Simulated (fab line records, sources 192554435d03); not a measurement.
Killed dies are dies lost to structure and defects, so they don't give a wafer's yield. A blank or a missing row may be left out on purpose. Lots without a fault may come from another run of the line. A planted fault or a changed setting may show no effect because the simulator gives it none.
A struck lot beside a sound one | flow n5_finfet | 39 steps out of a route of 1938
Sound: wafers L535.1, L535.3, L535.6. Struck: wafers L533.1, L533.2, L533.4. The cause comes at the end.
At each step with rows: each side's tool, then ch and its chambers, then its first start. Under that, the readings that differ: sound wafers | struck wafers | difference of the means | sigmas: that difference in standard deviations of wafers without a fault.
alike: readings whose means differ by less than 2 such deviations, and words and numbers that are the same on both sides. not compared: withheld readings, readings that some wafer has no value for, bounds like >300 that may hide the same value, and numbers for which the record gives no deviation and whose values overlap.
The two part at a step that has a row with sigmas, a row that says differs or no value, or rows on one side only. Numbers that don't overlap but have no deviation are shown without sigmas and don't part them. A reading that every wafer of one side lacks parts them only if that side has two wafers or more.

first, 11 steps without rows for these wafers: N5_PMOS_HMC_CHANNEL_EPI_STRIP_17 (strips in SPM, time 750 s); N5_PMOS_HMC_CHANNEL_EPI_ETCH_38 (etches SiO2 in CF4, target depth 1.5 nm); N5_PMOS_HMC_CHANNEL_EPI_FIN_RECESS_16 (chemistry HBr/Cl2, target Si, target depth 54 nm, time 18 s); N5_PMOS_HMC_CHANNEL_EPI_PRECLEAN_36 (cleans in O3/DIW, time 45 s); N5_PMOS_HMC_CHANNEL_EPI_PRECLEAN_18 (cleans in DHF, time 30 s); N5_PMOS_HMC_CHANNEL_EPI_SRD_19 (time 30 s); N5_PMOS_HMC_CHANNEL_EPI_EPI_20 (deposits SiGe30, target thk 59 nm); N5_PMOS_HMC_CHANNEL_EPI_HM_STRIP_35 (strips SiO2 in dHF, material SiO2, target depth 39.6 nm, time 216 s); N5_PMOS_HMC_CHANNEL_EPI_SRD_39 (time 30 s); N5_PMOS_HMC_CHANNEL_EPI_CMP_21 (polishes SiGe30, target thk 54 nm); N5_PMOS_HMC_CHANNEL_EPI_PRECLEAN_40 (cleans in DHF, time 30 s).
N5_PMOS_HMC_CHANNEL_EPI_PRECLEAN_37: cleans in O3/DIW, time 45 s.
  sound on wet_bench-02 ch 2,3,5, day 7 13:28; struck on wet_bench-01 ch 0,5,7, day 7 02:43
  alike: bath_heat_duty_pct, temp_c
then, 3 steps without rows for these wafers: N5_PMOS_HMC_CHANNEL_EPI_PRECLEAN_24 (cleans in DHF, time 30 s); N5_PMOS_HMC_CHANNEL_EPI_SRD_25 (time 30 s); N5_PMOS_HMC_CHANNEL_EPI_EPI_26 (deposits Si from SiH4/H2, target thk 3.8 nm, time 22.7 s).
N5_PMOS_HMC_CHANNEL_EPI_INSPECT_30: inspects for defects (darkfield).
  sound on defect_inspect-01, day 7 13:55; struck on defect_inspect-02, day 7 03:10
  reading          | sound    | struck      | difference | sigmas
  raw_defect_count | 27 20 16 | 884 932 892 | +882       | +99 or more
then, 19 steps without rows for these wafers: N5_FIN_SAQP_PRECLEAN_42 (cleans in O3/DIW, time 60 s); N5_FIN_SAQP_PRECLEAN_00 (cleans in SC1, time 60 s); N5_FIN_SAQP_PRECLEAN_44 (cleans in SC2, time 45 s); N5_FIN_SAQP_SRD_01 (time 30 s); N5_FIN_SAQP_ALD_61 (deposits SiO2, target thk 4 nm, pulse time 1 s, purge time 2 s); N5_FIN_SAQP_DENSIFY_62 (time 60 s); N5_FIN_SAQP_HM_DEP_03 (deposits SiNx from SiH4/NH3/N2, target thk 38 nm, time 33.6 s); N5_FIN_SAQP_PECVD_47 (deposits a-Si from SiH4/He, target thk 45 nm, time 36.3 s); N5_FIN_SAQP_PECVD_48 (deposits SiNx from SiH4/NH3/N2, target thk 25 nm, time 22.1 s); N5_FIN_SAQP_PECVD_06 (deposits a-Si from SiH4/He, target thk 60 nm, time 48.1 s); N5_FIN_SAQP_HM_DEP_72 (deposits SiO2 from SiH4/N2O, target thk 12 nm, time 7.2 s); N5_FIN_SAQP_COAT_49 (time 60 s, resist thk 100 nm); N5_FIN_SAQP_COAT_50 (time 60 s, resist thk 35 nm); N5_FIN_SAQP_COAT_10 (resist thk 90 nm); N5_FIN_SAQP_EBR_12; N5_FIN_SAQP_SOFTBAKE_11 (time 60 s); N5_FIN_SAQP_EXPOSE_13 (exposes mask FIN CORE, target cd 35.6 nm); N5_FIN_SAQP_PEB_14 (peb time 60 s); N5_FIN_SAQP_DEVELOP_15 (develop time 30 s).
N5_FIN_SAQP_INSPECT_18: inspects for defects (brightfield).
  sound on defect_inspect-01, day 7 15:19; struck on defect_inspect-02, day 7 05:04
  reading          | sound       | struck         | difference | sigmas
  raw_defect_count | 433 472 363 | 1266 1289 1362 | +883       | +7
N5_FIN_SAQP_INSPECT_40: inspects for defects (brightfield).
  sound on defect_inspect-01, day 7 19:42; struck on defect_inspect-01, day 7 09:32
  reading          | sound       | struck         | difference | sigmas
  raw_defect_count | 242 250 245 | 1094 1163 1027 | +849       | +13
N5_FIN_CUT_INSPECT_10: inspects for defects (brightfield).
  sound on defect_inspect-01, day 7 20:05; struck on defect_inspect-01, day 7 09:56
  reading          | sound    | struck      | difference | sigmas
  raw_defect_count | 39 39 51 | 901 958 901 | +877       | +80
-- the record jumps here: 11 days lie between the struck wafers' starts before and after (it left off in module FIN_CUT and takes up again in module PASSIVATION, whose first step shown is number 1936 of the route) --
N5_PASSIVATION_PROBE_49:
  the record has rows for the struck wafers here (prober-02, day 17 22:26) and none for the sound ones

WHERE THEY PART
First at N5_PMOS_HMC_CHANNEL_EPI_INSPECT_30; last, within this record, at N5_PASSIVATION_PROBE_49.

WHY: what the simulator had put in
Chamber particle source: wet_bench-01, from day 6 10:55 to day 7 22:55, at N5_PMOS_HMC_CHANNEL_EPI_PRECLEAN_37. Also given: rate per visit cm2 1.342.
